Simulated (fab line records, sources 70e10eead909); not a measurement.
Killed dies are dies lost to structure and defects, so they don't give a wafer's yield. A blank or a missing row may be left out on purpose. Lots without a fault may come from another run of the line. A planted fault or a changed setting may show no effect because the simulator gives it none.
A struck lot beside a sound one | flow nand_harc | 15 steps out of a route of 1302
Sound: wafers L130.3, L130.5, L130.6. Struck: wafer L138.2. (L138.1, L138.4 of the same lot were not struck and are left out.) The cause comes at the end.
At each step with rows: each side's tool, then ch and its chambers, then its first start. Under that, the readings that differ: sound wafers | struck wafers | difference of the means | sigmas: that difference in standard deviations of wafers without a fault.
alike: readings whose means differ by less than 2 such deviations, and words and numbers that are the same on both sides. not compared: withheld readings, readings that some wafer has no value for, bounds like >300 that may hide the same value, and numbers for which the record gives no deviation and whose values overlap.
The two part at a step that has a row with sigmas, a row that says differs or no value, or rows on one side only. Numbers that don't overlap but have no deviation are shown without sigmas and don't part them. A reading that every wafer of one side lacks parts them only if that side has two wafers or more.

first, 2 steps without rows for these wafers: NHARC_A_CHANNEL_HOLE_D1_STRIP_43 (strips in O2/COS); NHARC_A_CHANNEL_HOLE_D1_ETCH_44 (etches the open film in CF4/O2, target depth 140 nm, overetch 14 nm, time 77 s).
NHARC_A_CHANNEL_HOLE_D1_STRIP_27: strips in O2.
  sound on rie_diel-08 ch 0,1; struck on rie_diel-09 ch 1
  reading                         | sound          | struck | difference | sigmas
  showerhead_plenum_p_Torr (Torr) | 3.40 3.44 3.40 | 3.67   | +0.26      | +2
  alike: drypump_motor_current_A, oes_product_au, rf_vpp_V, throttle_valve_pct
  not compared: rf_hours_counter_h
then, 2 steps without rows for these wafers: NHARC_A_CHANNEL_HOLE_D1_PRECLEAN_28 (cleans in SC1); NHARC_A_CHANNEL_HOLE_D1_SRD_29.
NHARC_A_CHANNEL_HOLE_D1_CD_MEAS_30:
  sound on cd_sem-02, day 11 14:01; struck on cd_sem-01, day 14 11:10
  alike: cd_nm
NHARC_A_CHANNEL_HOLE_D1_XSEM_31:
  sound on xsem-01 ch 0, day 11 14:06; struck on xsem-02 ch 0, day 14 11:16
  alike: bot_cd_nm, bow_nm, tilt_deg
NHARC_A_CHANNEL_HOLE_D1_INSPECT_40:
  sound on defect_inspect-01, day 11 14:12; struck on defect_inspect-01, day 14 11:22
  reading          | sound    | struck | difference | sigmas
  raw_defect_count | 33 47 38 | 116    | +77        | +3
then, 2 steps without rows for these wafers: NHARC_A_CHANNEL_FILL_D1_PRECLEAN_00 (cleans in SC1); NHARC_A_CHANNEL_FILL_D1_SRD_01.
NHARC_A_CHANNEL_FILL_D1_ALD_02: deposits SiO2, target thk 6 nm, pulse time 10 s, ald cycles 60.
  sound on ald_hk-04 ch 1,2,3, day 11 14:37; struck on ald_hk-02 ch 0, day 14 12:01
  alike: heater_power_w, precursor_pulse_height_rel
  not compared: ald_cycles
NHARC_A_CHANNEL_FILL_D1_ALD_03: deposits SiNx, target thk 6 nm, pulse time 60 s, ald cycles 58.
  sound on ald_sin_batch-02 ch 0; struck on ald_sin_batch-02 ch 0
  alike: precursor_pulse_height_rel
  not compared: ald_cycles
NHARC_A_CHANNEL_FILL_D1_ALD_14: deposits SiO2, target thk 2.5 nm, pulse time 10 s, ald cycles 25.
  sound on ald_hk-03 ch 1,2, day 11 21:01; struck on ald_hk-03 ch 2, day 14 19:00
  reading    | sound    | struck | difference | sigmas
  ald_cycles | 25 25 25 | 19     | -6         |
  alike: heater_power_w, precursor_pulse_height_rel
NHARC_A_CHANNEL_FILL_D1_ALD_15: deposits SiNx, target thk 2 nm, pulse time 60 s, ald cycles 19.
  sound on ald_sin_batch-01 ch 0; struck on ald_sin_batch-03 ch 0
  alike: precursor_pulse_height_rel
  not compared: ald_cycles
-- the record jumps here: 16 days lie between the struck wafers' starts before and after (it left off in module A_CHANNEL_FILL_D1 and takes up again in module END, whose first step shown is number 1302 of the route) --
NHARC_END_SORT_01:
  the record has rows for the struck wafers here (prober-01 ch 0, day 30 09:57) and none for the sound ones

WHERE THEY PART
First at NHARC_A_CHANNEL_HOLE_D1_STRIP_27; last, within this record, at NHARC_END_SORT_01.

WHY: what the simulator had put in
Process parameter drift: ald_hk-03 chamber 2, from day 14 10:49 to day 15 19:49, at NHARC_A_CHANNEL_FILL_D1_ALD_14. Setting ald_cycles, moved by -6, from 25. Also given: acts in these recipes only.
